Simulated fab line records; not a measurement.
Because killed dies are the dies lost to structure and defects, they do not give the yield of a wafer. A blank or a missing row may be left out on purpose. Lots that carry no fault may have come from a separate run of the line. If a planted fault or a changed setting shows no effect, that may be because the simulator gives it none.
fab line records	flow n5_finfet
record lots=7	wafers=21	last_day=17
route steps=1938 shown FIN_CUT@179 STI_FIN_REVEAL@183 BEOL_M4@1111 PASSIVATION@1936
lots that met no fault: taken from a fault-free run of the same line
start_h: start of the lot's first displayed wafer, in hours after the record's first day	wait_h: hours elapsed since this lot's preceding step	" unchanged from the row above	L1.1+2: several wafers, shown together as one row	- value missing, or start not given	* or withheld: withheld	< > ~ a bound
route shown NAME@n: names a module that has steps shown in the file, with the first one's number in the route	usual: mean and standard deviation over wafers with no fault	same: alike in all rows	chamber/n: place in a boat	sites: readings site by site	_std_site: their standard deviation	_edge_site: inner sites' mean taken away from outer sites' mean	radius_mm: how far each site lies from the wafer's centre	mask NAME#n: copy n	behind: the most recent tool/chamber to have shaped the wafer	hold: reason for holding the lot/hours on hold/outcome of the hold	device: transistor that didn't switch, given as n, p or np	end of line: tests of these same wafers at the route's end	a step with no rows: only its recipe	killed: not the wafer's yield, but the dies lost to structure and defects at the first sort	map: shows each die of a wafer: x if killed, . if not, _ if none is there
set.NAME: the run value of the setting; set.NAME@STEP: its run value at that earlier step	model.NAME: the simulator's own value behind a step, which no gauge read
lots at some steps of the route; a table a step, a row a wafer
services: a tool's chamber out of use, with start hour (start_h, from the record's first day; less than 0 if before it), hours out, and reason
## steps
# step N5_FIN_CUT_PRECLEAN_36
# recipe chemistry=O3/DIW	time_s=60	temp_c=22	o3_ppm=10
# step N5_FIN_CUT_SRD_32
# recipe dry=ipa_marangoni	time_s=30	temp_c=23	rinse_liquid=diw
# step N5_FIN_CUT_UV_OZONE_34
# recipe time_s=120	pressure_torr=760	temp_c=25
# step N5_FIN_CUT_INSPECT_17
# recipe inspect_instrument=brightfield	mode=aei
# usual raw_defect_count=241/62
lot.wafer	tool	chamber	start_h	wait_h	raw_defect_count
L466.1	defect_inspect-01	-	39.90	0.0	215
L466.2	"	-	"	"	225
L466.6	"	-	"	"	203
L471.1	defect_inspect-02	-	70.01	0.0	230
L471.2	"	-	"	"	311
L471.3	"	-	"	"	202
L477.1	defect_inspect-02	-	107.38	0.0	140
L477.3	"	-	"	"	120
L477.5	"	-	"	"	174
L478.1	defect_inspect-01	-	112.63	0.0	124
L478.3	"	-	"	"	198
L478.5	"	-	"	"	163
L479.2	defect_inspect-01	-	119.61	0.0	240
L479.3	"	-	"	"	336
L479.5	"	-	"	"	223
L485.1	defect_inspect-01	-	153.73	0.0	192
L485.3	"	-	"	"	213
L485.4	"	-	"	"	183
L486.1	defect_inspect-02	-	159.34	0.0	314
L486.3	"	-	"	"	264
L486.6	"	-	"	"	322
# step N5_STI_FIN_REVEAL_ALD_00
# recipe material=SiO2	target_thk_a=10	temp_c=300	ald_precursor_family=BDEAS	ald_co_reactant=O2-plasma	pulse_time_s=1	pressure_torr=2
# usual heater_power_w=470/52	precursor_pulse_height_rel=0.999/0.02
lot.wafer	tool	chamber	start_h	wait_h	heater_power_w	precursor_pulse_height_rel
L466.1	ald_sin-03	3	39.94	0.0	479	1.021
L466.2	"	2	"	"	433	1.015
L466.6	"	3	"	"	498	0.970
L471.1	ald_sin-03	1	70.38	0.4	505	0.988
L471.2	"	2	"	"	430	1.023
L471.3	"	0	"	"	384	0.956
L477.1	ald_sin-01	3	107.42	0.0	527	1.009
L477.3	"	1	"	"	520	1.008
L477.5	"	2	"	"	370	0.995
L478.1	ald_sin-03	1	112.67	0.0	509	0.995
L478.3	"	2	"	"	428	0.987
L478.5	"	2	"	"	430	1.011
L479.2	ald_sin-02	0	119.91	0.3	473	1.014
L479.3	"	3	"	"	442	1.017
L479.5	"	1	"	"	558	1.011
L485.1	ald_sin-03	1	153.77	0.0	509	0.998
L485.3	"	2	"	"	426	0.991
L485.4	"	3	"	"	492	0.985
L486.1	ald_sin-03	3	159.57	0.2	502	1.008
L486.3	"	1	"	"	509	0.985
L486.6	"	2	"	"	441	0.975
# step N5_STI_FIN_REVEAL_ALD_14
# recipe material=Si3N4	target_thk_a=30	temp_c=400	ald_precursor_family=SiH2I2	ald_co_reactant=N2/H2-plasma	pressure_torr=2
# usual heater_power_w=841/93
lot.wafer	tool	chamber	start_h	wait_h	heater_power_w
L466.1	ald_sin-03	3	39.99	0.0	867
L466.2	"	2	"	"	775
L466.6	"	3	"	"	870
L471.1	ald_sin-03	1	70.43	0.0	905
L471.2	"	2	"	"	763
L471.3	"	0	"	"	702
L477.1	ald_sin-01	3	107.46	0.0	961
L477.3	"	1	"	"	945
L477.5	"	2	"	"	670
L478.1	ald_sin-03	1	112.72	0.0	915
L478.3	"	2	"	"	754
L478.5	"	2	"	"	776
L479.2	ald_sin-02	0	119.96	0.0	845
L479.3	"	3	"	"	793
L479.5	"	1	"	"	1034
L485.1	ald_sin-03	1	153.82	0.0	904
L485.3	"	2	"	"	768
L485.4	"	3	"	"	861
L486.1	ald_sin-03	3	159.62	0.0	863
L486.3	"	1	"	"	923
L486.6	"	2	"	"	766
# step N5_STI_FIN_REVEAL_FCVD_FILL_01
# recipe material=SiO2_flowable	target_thk_a=3120	temp_c=100	pressure_torr=0.8	rf_w=2000	time_s=512.2
# step N5_STI_FIN_REVEAL_DENSIFY_02
# recipe temp_c=650	ambient=steam	time_s=1800	idle_temp_c=400	densification_p_h2o_torr=640
# step N5_STI_FIN_REVEAL_CMP_04
# recipe stop_on=Si3N4	t_overpolish_s=4	down_force_psi=2	platen_rpm=54.18	post_cmp_clean=alkaline_brush	pad_velocity_m_s=1.078	target_thk_nm=131.83
# usual motor_current_A=7.9/0.46	overpolish_run_s=3.999/0.0086	time_to_endpoint_s=104/6
lot.wafer	tool	chamber	start_h	wait_h	motor_current_A	overpolish_run_s	time_to_endpoint_s
L466.2	cmp-03	2	45.11	0.1	7.9	3.989	107
L466.1	"	3	"	"	7.8	3.990	106
L466.6	"	1	"	"	7.8	3.986	105
L471.2	cmp-04	2	75.68	0.1	8.8	4.012	94
L471.3	"	3	"	"	8.0	4.009	104
L471.1	"	0	"	"	8.3	3.998	103
L477.1	cmp-04	2	112.52	0.0	8.8	3.990	98
L477.3	"	1	"	"	8.1	3.995	97
L477.5	"	3	"	"	8.4	4.017	109
L478.1	cmp-02	0	118.65	0.1	6.7	3.995	95
L478.3	"	1	"	"	7.7	4.009	91
L478.5	"	0	"	"	6.9	3.991	97
L479.3	cmp-02	2	125.00	0.0	8.0	3.993	110
L479.2	"	0	"	"	6.9	4.003	99
L479.5	"	3	"	"	7.7	3.998	105
L485.4	cmp-04	1	158.91	0.1	8.3	4.003	101
L485.3	"	2	"	"	8.5	3.991	97
L485.1	"	3	"	"	8.3	4.005	112
L486.1	cmp-03	2	164.84	0.2	7.6	3.988	115
L486.3	"	1	"	"	8.1	3.986	114
L486.6	"	2	"	"	7.8	4.011	113
# step N5_STI_FIN_REVEAL_THK_MEAS_05
# usual thk_nm=131.3/1.4
lot.wafer	tool	chamber	start_h	wait_h	thk_nm
L466.1	film_metro-02	-	45.33	-	131.4
L466.2	"	-	"	"	133.5
L466.6	"	-	"	"	131.7
L471.1	film_metro-01	-	75.93	-	131.9
L471.2	"	-	"	"	130.1
L471.3	"	-	"	"	132.9
L477.1	film_metro-02	-	112.81	-	130.8
L477.3	"	-	"	"	129.5
L477.5	"	-	"	"	131.8
L478.1	film_metro-02	-	118.91	-	130.3
L478.3	"	-	"	"	129.7
L478.5	"	-	"	"	130.0
L479.2	film_metro-02	-	125.29	-	129.5
L479.3	"	-	"	"	132.1
L479.5	"	-	"	"	131.7
L485.1	film_metro-02	-	159.17	-	134.1
L485.3	"	-	"	"	130.4
L485.4	"	-	"	"	131.3
L486.1	film_metro-02	-	165.13	-	133.5
L486.3	"	-	"	"	131.8
L486.6	"	-	"	"	134.4
# step N5_STI_FIN_REVEAL_DENSIFY_30
# recipe temp_c=*	time_s=*	ambient=N2	idle_temp_c=600	ramp_up_c_per_s=150	ramp_down_c_per_s=60	cool_to_c=600
# usual lamp_power_pct=11.53/0.056	lamp_zone_6_pct=11.450/0.019	wafer_temp_C_max=*
lot.wafer	tool	chamber	start_h	wait_h	lamp_power_pct	lamp_zone_6_pct	wafer_temp_C_max
L466.1	rtp_anneal-02	0	45.47	0.1	11.41	11.424	*
L466.2	"	0	"	"	11.52	11.468	*
L466.6	"	0	"	"	11.49	11.449	*
L471.1	rtp_anneal-02	0	76.10	0.2	11.50	11.462	*
L471.2	"	0	"	"	11.51	11.456	*
L471.3	"	0	"	"	11.56	11.454	*
L477.1	rtp_anneal-02	0	112.84	0.0	11.59	11.483	*
L477.3	"	0	"	"	11.55	11.451	*
L477.5	"	0	"	"	11.53	11.434	*
L478.1	rtp_anneal-01	0	119.15	0.2	11.48	11.433	*
L478.3	"	0	"	"	11.51	11.444	*
L478.5	"	0	"	"	11.49	11.471	*
L479.2	rtp_anneal-02	0	125.49	0.2	11.57	11.446	*
L479.3	"	0	"	"	11.46	11.468	*
L479.5	"	0	"	"	11.48	11.437	*
L485.1	rtp_anneal-02	0	159.35	0.2	11.48	11.421	*
L485.3	"	0	"	"	11.53	11.440	*
L485.4	"	0	"	"	11.52	11.440	*
L486.1	rtp_anneal-02	0	165.36	0.2	11.55	11.452	*
L486.3	"	0	"	"	11.53	11.431	*
L486.6	"	0	"	"	11.43	11.509	*
# step N5_STI_FIN_REVEAL_ETCHBACK_08
# recipe chemistry=C4F6/O2	target=SiO2	target_depth_a=305	time_s=10.167	ion_energy_ev=250	pressure_mtorr=30	source_w=345	bias_w=185	Ar_flow_sccm=300	C4F6_flow_sccm=10	O2_flow_sccm=10
# usual drypump_motor_current_A=6.0/0.39	oes_product_au=0.76/0.081	rf_vpp_V=665/23	showerhead_plenum_p_Torr=2.87/0.083	throttle_valve_pct=21.17/0.26
lot.wafer	tool	chamber	start_h	wait_h	drypump_motor_current_A	oes_product_au	rf_hours_counter_h	rf_vpp_V	showerhead_plenum_p_Torr	throttle_valve_pct
L466.1	rie_diel-06	0	45.71	0.2	6.1	0.69	238	654	2.70	21.64
L466.2	"	1	"	"	6.6	0.69	215	666	2.92	21.10
L466.6	"	2	"	"	5.9	0.74	-	636	2.82	21.25
L471.1	rie_diel-04	0	76.35	0.2	6.0	0.75	158	642	2.71	20.86
L471.2	"	3	"	"	6.3	0.74	189	667	2.91	20.78
L471.3	"	1	"	"	6.6	0.75	166	702	2.91	20.97
L477.1	rie_diel-06	2	113.31	0.4	5.9	0.72	220	636	2.81	21.29
L477.3	"	3	"	"	5.5	0.75	166	656	2.84	21.22
L477.5	"	1	"	"	6.6	0.67	-	668	2.91	21.12
L478.1	rie_diel-03	0	119.37	0.2	6.5	0.95	7	699	2.92	21.42
L478.3	"	1	"	"	5.5	0.72	163	682	2.95	20.95
L478.5	"	3	"	"	5.8	0.74	-	645	2.84	21.38
L479.2	rie_diel-06	2	125.67	0.2	5.9	0.71	225	636	2.81	21.27
L479.3	"	0	"	"	6.0	0.94	9	634	3.03	21.28
L479.5	"	0	"	"	6.0	0.94	-	633	3.03	21.28
L485.1	rie_diel-03	3	159.62	0.2	5.9	0.72	183	643	2.83	21.40
L485.3	"	0	"	"	6.5	0.91	26	699	2.91	21.42
L485.4	"	1	"	"	5.5	0.71	181	681	2.94	20.97
L486.1	rie_diel-04	2	165.57	0.2	5.5	0.83	52	665	2.78	20.99
L486.3	"	1	"	"	6.6	0.73	194	701	2.90	21.00
L486.6	"	2	"	"	5.5	0.84	-	668	2.78	21.03
# step N5_STI_FIN_REVEAL_STRIP_24
# recipe chemistry=N2/H2	time_s=90	power_w=100	temp_c=40	pressure_mtorr=100	rf_frequency_hz=6e+07	bias_power_w=3	n2_flow_sccm=300	h2_flow_sccm=300
# usual bias_power_w=2.999/0.009	chamber_pressure_mTorr=100.02/0.12	drypump_motor_current_A=6.0/0.39	oes_product_au=0.76/0.082	rf_vpp_V=45.4/0.9	showerhead_plenum_p_Torr=3.42/0.1	throttle_valve_pct=12.30/0.24
lot.wafer	tool	chamber	start_h	wait_h	bias_power_w	chamber_pressure_mTorr	drypump_motor_current_A	oes_product_au	rf_hours_counter_h	rf_vpp_V	showerhead_plenum_p_Torr	throttle_valve_pct
L466.1	rie_diel-06	0	45.75	0.0	3.017	100.00	6.1	0.67	238	43.3	3.19	12.64
L466.2	"	1	"	"	2.997	100.23	6.6	0.69	215	45.0	3.47	12.30
L466.6	"	2	"	"	2.998	99.96	5.9	0.73	-	46.1	3.35	12.35
L471.1	rie_diel-04	0	76.38	0.0	3.000	99.89	6.0	0.74	158	44.9	3.24	12.06
L471.2	"	3	"	"	2.996	100.07	6.3	0.73	189	45.4	3.49	12.08
L471.3	"	1	"	"	2.995	100.06	6.6	0.76	166	46.5	3.53	12.30
L477.1	rie_diel-06	2	113.35	0.0	-	-	-	-	-	-	-	-
L477.3	"	3	"	"	-	-	-	-	-	-	-	-
L477.5	"	1	"	"	-	-	-	-	-	-	-	-
L478.1	rie_diel-03	0	119.41	0.0	-	-	-	-	-	-	-	-
L478.3	"	1	"	"	-	-	-	-	-	-	-	-
L478.5	"	3	"	"	-	-	-	-	-	-	-	-
L479.2	rie_diel-06	2	125.71	0.0	-	-	-	-	-	-	-	-
L479.3	"	0	"	"	-	-	-	-	-	-	-	-
L479.5	"	0	"	"	-	-	-	-	-	-	-	-
L485.1	rie_diel-03	3	159.66	0.0	2.989	99.93	5.9	0.73	183	45.6	3.39	12.59
L485.3	"	0	"	"	2.991	100.03	6.6	0.92	26	44.6	3.47	12.35
L485.4	"	1	"	"	2.987	100.09	5.5	0.72	181	45.9	3.48	12.12
L486.1	rie_diel-04	2	165.60	0.0	2.985	99.88	5.6	0.83	52	45.0	3.30	12.04
L486.3	"	1	"	"	2.996	100.05	6.7	0.74	194	45.4	3.51	12.37
L486.6	"	2	"	"	2.997	100.04	5.5	0.83	-	44.3	3.30	12.03
# step N5_STI_FIN_REVEAL_PRECLEAN_25
# recipe chemistry=SPM	time_s=90	temp_c=120	mix=4:1
# step N5_BEOL_M4_RC_MEAS_101
# usual DIBL_N=37.5/1.9	DIBL_P=37.3/2.4	IOFF_N=0.18/0.038	IOFF_P=0.23/0.045	ION_N=677/11	ION_P=464/8.1	SS_N=72.0/0.68	SS_P=73.5/0.77	VT_N=249/3.3	VT_P=-249/3.6
lot.wafer	tool	chamber	start_h	wait_h	DIBL_N[mV/V]	DIBL_P[mV/V]	IOFF_N[nA/um]	IOFF_P[nA/um]	ION_N[uA/um]	ION_P[uA/um]	SS_N[mV/dec]	SS_P[mV/dec]	VT_N[mV]	VT_P[mV]
L466.1	prober-01	0	183.03	0.0	35.5	39.6	0.18	0.24	691	471	72.2	74.1	250	-250
L466.2	"	0	"	"	38.2	41.0	0.24	0.26	677	463	73.3	74.4	247	-249
L466.6	"	0	"	"	34.7	37.8	0.16	0.22	670	466	72.7	72.8	249	-250
L471.1	prober-01	0	211.75	0.0	36.8	35.2	0.16	0.23	677	465	71.8	74.2	247	-243
L471.2	"	0	"	"	35.2	34.1	0.15	0.23	684	481	70.7	73.5	247	-245
L471.3	"	0	"	"	39.6	37.9	0.23	0.29	691	470	72.8	73.5	245	-245
L477.1	prober-02	0	245.60	0.0	38.9	39.9	0.20	0.25	678	466	71.6	73.3	247	-248
L477.3	"	0	"	"	38.6	38.4	0.20	0.21	681	458	72.1	73.8	248	-251
L477.5	"	0	"	"	38.3	38.1	0.19	0.22	673	456	72.2	73.0	248	-248
L479.2	prober-01	0	267.32	0.2	38.2	38.2	0.20	0.30	683	469	71.8	74.6	247	-245
L479.3	"	0	"	"	36.3	35.0	0.16	0.22	680	463	71.1	73.1	250	-247
L479.5	"	0	"	"	38.7	38.3	0.21	0.31	700	482	72.2	73.4	244	-242
L478.1	prober-02	0	268.91	0.0	34.1	33.4	0.12	0.15	663	452	71.4	72.5	255	-257
L478.3	"	0	"	"	34.1	32.3	0.13	0.14	657	443	70.7	72.3	254	-258
L478.5	"	0	"	"	39.3	40.9	0.24	0.28	691	465	71.7	74.4	245	-248
L485.1	prober-01	0	298.39	0.0	37.8	36.8	0.19	0.25	676	465	72.2	74.0	249	-248
L485.3	"	0	"	"	34.4	32.8	0.14	0.19	676	471	71.4	72.0	252	-250
L485.4	"	0	"	"	40.5	40.1	0.26	0.31	683	470	73.5	74.0	244	-245
L486.1	prober-02	0	300.23	0.0	35.0	34.4	0.13	0.17	669	457	71.8	72.3	257	-253
L486.3	"	0	"	"	34.7	34.7	0.13	0.19	652	452	71.9	72.2	253	-251
L486.6	"	0	"	"	36.7	38.3	0.16	0.22	681	466	71.7	73.1	252	-250
# step N5_PASSIVATION_PROBE_49
# usual defect_limited_yield=91.2/1.5	killed_at_M0_to_M3=31/10	killed_at_M4_up=15/5.9	killed_at_contacts=13/6	killed_at_front_end=41/11	killed_at_other=4/3.1	killed_dies=104/18	killed_open=68/13	killed_short=33/8.1	sort_bin_4_leakage=0.00/0.03	sort_bin_5_function=5.1/1.1	sort_bin_6_memory=3.2/0.69	sort_bin_8_speed=0.01/0.045	sort_n_pass=1076/18	sort_yield_pct=91.2/1.5
# same gross_dies=1180	killed_at_back_side=0
lot.wafer	tool	chamber	start_h	wait_h	defect_limited_yield[%]	killed_at_M0_to_M3	killed_at_M4_up	killed_at_contacts	killed_at_front_end	killed_at_other	killed_dies	killed_open	killed_short	sort_bin_4_leakage[%]	sort_bin_5_function[%]	sort_bin_6_memory[%]	sort_bin_8_speed[%]	sort_n_pass	sort_yield_pct[%]
L466.1	prober-02	-	279.65	0.0	92.5	28	8	12	33	8	89	65	24	0	5.2	2.2	0	1091	92.5
L466.2	prober-02	-	279.70	0.1	91.4	43	5	16	37	1	102	77	25	0	5.2	3.1	0	1078	91.4
L466.6	prober-02	-	279.90	0.3	90.0	41	13	34	29	1	118	81	37	0	6.6	3.1	0	1062	90.0
L471.1	prober-02	-	316.11	0.0	91.2	25	20	16	37	6	104	75	25	0	5.2	3.6	0	1076	91.2
L471.2	prober-02	-	316.16	0.1	92.8	25	6	9	39	6	85	45	39	0	4.9	1.9	0	1095	92.8
L471.3	prober-02	-	316.21	0.1	90.7	32	13	12	46	7	110	63	37	0	5.7	2.6	0	1070	90.7
L477.1	prober-01	-	345.44	0.0	91.4	23	16	7	50	6	102	70	31	0	5.4	2.9	0	1078	91.4
L477.3	prober-01	-	345.54	0.1	90.7	33	18	7	50	2	110	77	27	0	4.9	3.7	0	1070	90.7
L477.5	prober-01	-	345.64	0.2	87.7	45	16	15	62	7	145	91	49	0	7.5	4.2	0	1035	87.7
L478.1	prober-01	-	364.49	0.0	93.6	11	6	16	39	3	75	49	26	0	3.0	3.1	0	1105	93.6
L478.3	prober-01	-	364.59	0.1	93.1	22	4	11	44	1	82	54	28	0	3.9	2.7	0.08	1097	93.0
L478.5	prober-01	-	364.69	0.2	92.6	17	16	10	44	0	87	67	20	0	5.3	1.9	0	1093	92.6
L479.2	prober-01	-	372.33	0.1	91.6	27	7	3	60	2	99	57	34	0	4.6	2.9	0	1081	91.6
L479.3	prober-01	-	372.38	0.1	92.5	25	12	6	43	3	89	46	43	0	4.3	3.0	0	1091	92.5
L479.5	prober-01	-	372.48	0.2	91.1	40	10	13	42	0	105	65	30	0	5.0	2.9	0	1075	91.1
L485.1	prober-01	-	394.36	0.0	90.4	20	13	24	52	4	113	71	31	0	4.7	4.1	0	1067	90.4
L485.3	prober-01	-	394.46	0.1	91.1	18	16	12	54	5	105	76	29	0	5.6	2.9	0	1075	91.1
L485.4	prober-01	-	394.51	0.2	93.2	16	13	7	43	1	80	54	25	0.25	4.0	2.3	0	1097	93.0
L486.1	prober-02	-	401.08	0.0	87.2	73	12	14	49	3	151	102	49	0	7.1	5.3	0	1029	87.2
L486.3	prober-02	-	401.18	0.1	89.5	36	14	14	58	2	124	74	50	0	5.8	4.3	0	1056	89.5
L486.6	prober-02	-	401.33	0.3	86.9	57	18	21	54	4	154	110	44	0	8.0	4.4	0	1026	86.9
# killed by level:class
L466.1 STI_FIN_REVEAL:geometric_particle:open=12 MOL_CONTACT_COAG:geometric_particle:open=10 BEOL_M2:geometric_particle:open=8 BEOL_M0_SAQP:geometric_particle:open=6 DUMMY_GATE:geometric_particle:open=4 GATE_CUT:geometric_particle:short=4 BEOL_M4:geometric_particle:open=4 MIM_TOP:geometric_particle:open=4
L466.2 STI_FIN_REVEAL:geometric_particle:open=15 BEOL_M2:geometric_particle:open=13 DUMMY_GATE:geometric_particle:open=9 BEOL_M0_SAQP:geometric_particle:open=9 MOL_CONTACT_COAG:geometric_particle:open=8 MOL_CONTACT_COAG:geometric_particle:short=8 BEOL_M3:geometric_particle:open=6 BEOL_M1:geometric_particle:open=4
L466.6 MOL_CONTACT_COAG:geometric_particle:open=30 BEOL_M0_SAQP:geometric_particle:short=11 BEOL_M0_SAQP:geometric_particle:open=9 STI_FIN_REVEAL:geometric_particle:open=8 DUMMY_GATE:geometric_particle:open=6 BEOL_M2:geometric_particle:open=6 GATE_CUT:geometric_particle:short=4 MOL_CONTACT_COAG:geometric_particle:short=4
L471.1 MOL_CONTACT_COAG:geometric_particle:open=12 BEOL_M4:geometric_particle:open=9 DUMMY_GATE:geometric_particle:open=8 BEOL_M0:geometric_particle:open=7 FIN_SAQP:geometric_particle:open=6 STI_FIN_REVEAL:geometric_particle:open=5 BEOL_M1:geometric_particle:open=5 MOL_CONTACT_COAG:geometric_particle:short=4
L471.2 FIN_SAQP:geometric_particle:short=10 FIN_SAQP:geometric_particle:open=9 BEOL_M3:geometric_particle:open=9 GATE_CUT:geometric_particle:short=6 MOL_CONTACT_COAG:geometric_particle:open=6 BEOL_M0:geometric_particle:open=5 BEOL_M4:geometric_particle:short=4 STARTING-WAFER:geometric_particle:short=4
L471.3 HKMG_FIN:area_etch=9 MOL_CONTACT_COAG:geometric_particle:open=8 BEOL_M2:geometric_particle:open=7 BEOL_M3:geometric_particle:open=6 STI_FIN_REVEAL:geometric_particle:open=5 BEOL_M0:geometric_particle:open=5 FIN_SAQP:geometric_particle:short=4 MOL_CONTACT_COAG:geometric_particle:short=4
L477.1 STI_FIN_REVEAL:geometric_particle:open=17 FIN_SAQP:geometric_particle:open=13 STI_FIN_REVEAL:geometric_particle:short=7 MOL_CONTACT_COAG:geometric_particle:open=6 GATE_CUT:geometric_particle:short=5 BEOL_M0:geometric_particle:open=5 BEOL_M4:geometric_particle:open=5 FIN_SAQP:geometric_particle:short=4
L477.3 FIN_SAQP:geometric_particle:open=17 BEOL_M2:geometric_particle:open=15 STI_FIN_REVEAL:geometric_particle:open=8 BEOL_M4:geometric_particle:open=8 FIN_SAQP:geometric_particle:short=7 HKMG_FIN:area_etch=6 BEOL_M0:geometric_particle:open=5 BEOL_M5:geometric_particle:open=5
L477.5 BEOL_M2:geometric_particle:open=17 STI_FIN_REVEAL:geometric_particle:open=14 MOL_CONTACT_COAG:geometric_particle:open=12 FIN_SAQP:geometric_particle:open=11 BEOL_M4:geometric_particle:open=10 STI_FIN_REVEAL:geometric_particle:short=8 BEOL_M0_SAQP:geometric_particle:short=7 BEOL_M0_SAQP:geometric_particle:open=7
L478.1 STI_FIN_REVEAL:geometric_particle:short=11 MOL_CONTACT_COAG:geometric_particle:open=11 STI_FIN_REVEAL:geometric_particle:open=9 MOL_CONTACT_COAG:geometric_particle:short=5 FIN_SAQP:geometric_particle:open=4 BEOL_M3:geometric_particle:open=4 BEOL_M4:geometric_particle:open=4 DUMMY_GATE:geometric_particle:open=3
L478.3 STI_FIN_REVEAL:geometric_particle:open=11 MOL_CONTACT_COAG:geometric_particle:open=9 GATE_CUT:geometric_particle:open=8 STI_FIN_REVEAL:geometric_particle:short=6 BEOL_M1:geometric_particle:short=5 STARTING-WAFER:geometric_particle:short=5 BEOL_M3:geometric_particle:open=4 BEOL_M0_SAQP:geometric_particle:open=3
L478.5 STI_FIN_REVEAL:geometric_particle:open=14 FIN_SAQP:geometric_particle:open=10 MOL_CONTACT_COAG:geometric_particle:open=9 BEOL_M4:geometric_particle:open=7 BEOL_M8:geometric_particle:open=6 FIN_SAQP:geometric_particle:short=4 BEOL_M0_SAQP:geometric_particle:short=4 BEOL_M2:geometric_particle:open=4
L479.2 STI_FIN_REVEAL:geometric_particle:open=18 FIN_SAQP:geometric_particle:short=9 BEOL_M1:geometric_particle:open=9 HKMG_FIN:area_etch=8 BEOL_M0_SAQP:geometric_particle:short=6 FIN_SAQP:geometric_particle:open=5 STI_FIN_REVEAL:geometric_particle:short=5 DUMMY_GATE:geometric_particle:open=4
L479.3 FIN_SAQP:geometric_particle:short=9 GATE_CUT:geometric_particle:short=9 FIN_SAQP:geometric_particle:open=8 STI_FIN_REVEAL:geometric_particle:open=8 BEOL_M0_SAQP:geometric_particle:short=7 STI_FIN_REVEAL:geometric_particle:short=7 BEOL_M4:geometric_particle:open=6 MOL_CONTACT_COAG:geometric_particle:open=5
L479.5 BEOL_M3:geometric_particle:open=13 STI_FIN_REVEAL:geometric_particle:open=12 MOL_CONTACT_COAG:geometric_particle:open=11 STI_FIN_REVEAL:geometric_particle:short=10 BEOL_M0_SAQP:geometric_particle:open=9 HKMG_FIN:area_etch=9 BEOL_M0_SAQP:geometric_particle:short=6 FIN_SAQP:geometric_particle:open=4
L485.1 MOL_CONTACT_COAG:geometric_particle:open=20 FIN_SAQP:geometric_particle:open=14 HKMG_FIN:area_etch=9 BEOL_M2:geometric_particle:open=6 BEOL_M6:geometric_particle:open=5 FIN_SAQP:geometric_particle:short=4 SPACER0:geometric_particle:open=4 STI_FIN_REVEAL:geometric_particle:open=4
L485.3 STI_FIN_REVEAL:geometric_particle:open=28 MOL_CONTACT_COAG:geometric_particle:open=11 STI_FIN_REVEAL:geometric_particle:short=6 BEOL_M5:geometric_particle:open=5 FIN_SAQP:geometric_particle:open=4 BEOL_M4:geometric_particle:open=4 BEOL_M1:geometric_particle:open=4 SPACER0:geometric_particle:short=3
L485.4 FIN_SAQP:geometric_particle:open=13 STI_FIN_REVEAL:geometric_particle:open=12 BEOL_M0_SAQP:geometric_particle:short=6 GATE_CUT:geometric_particle:short=4 MOL_CONTACT_COAG:geometric_particle:open=4 BEOL_M0_SAQP:geometric_particle:open=4 BEOL_M4:geometric_particle:open=4 BEOL_M6:geometric_particle:open=4
L486.1 BEOL_M0_SAQP:geometric_particle:open=21 STI_FIN_REVEAL:geometric_particle:open=15 BEOL_M0_SAQP:geometric_particle:short=14 MOL_CONTACT_COAG:geometric_particle:open=11 BEOL_M2:geometric_particle:open=11 BEOL_M3:geometric_particle:open=11 GATE_CUT:geometric_particle:short=9 BEOL_M4:geometric_particle:open=8
L486.3 STI_FIN_REVEAL:geometric_particle:open=21 FIN_SAQP:geometric_particle:short=16 MOL_CONTACT_COAG:geometric_particle:open=11 BEOL_M0_SAQP:geometric_particle:short=11 BEOL_M0_SAQP:geometric_particle:open=9 BEOL_M4:geometric_particle:open=9 BEOL_M3:geometric_particle:open=6 GATE_CUT:geometric_particle:short=5
L486.6 MOL_CONTACT_COAG:geometric_particle:open=19 STI_FIN_REVEAL:geometric_particle:open=17 BEOL_M0_SAQP:geometric_particle:open=16 BEOL_M2:geometric_particle:open=14 BEOL_M0_SAQP:geometric_particle:short=12 BEOL_M4:geometric_particle:open=11 FIN_SAQP:geometric_particle:short=9 ILD0:geometric_particle:open=5
## services
tool	chamber	start_h	hours	kind
rie_diel-04	3	24.36	4.0	repair
rie_diel-06	0	35.88	2.0	repair
ald_sin-03	0	38.40	13.5	repair
cmp-02	-	43.26	4.0	pm
rie_diel-06	2	47.65	6.2	repair
rie_diel-04	2	58.10	1.9	repair
rie_diel-04	1	71.78	3.2	repair
rie_diel-06	0	77.14	-	clean
rie_diel-06	0	77.14	-	consumable_replace:esc
rie_diel-06	0	77.14	-	consumable_replace:focus_ring
rie_diel-06	0	77.14	-	consumable_replace:showerhead
rie_diel-06	0	77.14	23.0	scheduled_down
rie_diel-06	0	77.14	23.0	vent_cycle
cmp-04	-	81.89	0.6	repair
ald_sin-03	3	83.03	11.2	repair
rtp_anneal-02	-	96.37	2.6	repair
rie_diel-06	1	100.93	9.5	repair
cmp-03	-	114.92	5.2	pm
rtp_anneal-02	-	115.09	6.7	pm
rie_diel-03	2	117.19	15.1	repair
cmp-04	-	123.04	2.1	repair
ald_sin-02	-	127.09	6.1	pm
cmp-02	-	130.62	2.9	repair
cmp-02	-	153.46	31.7	pm
## key
first_sign step=N5_STI_FIN_REVEAL_STRIP_24	reading=tool_record	direction=missing
effect none on later readings
met_at N5_STI_FIN_REVEAL_STRIP_24
struck_wafers L477.1,L477.3,L477.5,L478.1,L478.3,L478.5,L479.2,L479.3,L479.5
onset_between 45.75 113.35
fault kind=skipped_step_whole	tool=rie_diel-03,rie_diel-06	chamber=-	onset_h=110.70	steps=N5_STI_FIN_REVEAL_STRIP_24	scope=struck_lots_only
